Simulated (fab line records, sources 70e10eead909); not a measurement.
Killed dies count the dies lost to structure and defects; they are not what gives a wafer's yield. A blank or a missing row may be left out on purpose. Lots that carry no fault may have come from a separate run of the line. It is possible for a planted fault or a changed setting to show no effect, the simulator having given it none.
Matching of chambers | flow nandHarc | 3 sister chambers for NHARC_A_STAIRCASE_TRIM_187 on rieDiel-08
The step chemistry O2, time 211.2 s. 3 wafers are shown with their chamber, then 9 later ones without.

== EACH WAFER AND ITS CHAMBER ==
wafer  | chamber | showerheadPlenumPTorr (Torr)
L086.6 | 1       | 3.62
L090.2 | 0       | 3.80
L094.1 | 2       | 3.69

== WAFERS WHOSE CHAMBER IS MISSING ==
wafer  | showerheadPlenumPTorr (Torr)
L094.3 | 3.80
L093.3 | 3.61
L093.6 | 3.80
L096.1 | 3.69
L096.2 | 3.61
L096.4 | 3.69
L097.2 | 3.68
L097.3 | 3.79
L097.5 | 3.68

== WHICH CHAMBER EACH WENT THROUGH ==
wafer  | from the rows above | in truth
L094.3 | 0                   | 0
L093.3 | 1                   | 1
L093.6 | 0                   | 0
L096.1 | 2                   | 2
L096.2 | 1                   | 1
L096.4 | 2                   | 2
L097.2 | 2                   | 2
L097.3 | 0                   | 0
L097.5 | 2                   | 2
Correctly placed: 9 of 9. Can't be placed from these rows: 0. Placed wrongly: 0.
How it was worked out, from the rows above alone: a wafer's distance from a chamber is the root of the sum, over the readings, of the square of ((its reading less the chamber's mean) divided by the reading's scatter). The wafer belongs to the nearest chamber; if the next one is less than 2 further off, it can't be placed. For every chamber, the mean is computed from those of its wafers that are shown. The scatter: root of mean squared gap, hidden wafer to nearest shown wafer, with one shown wafer a chamber.
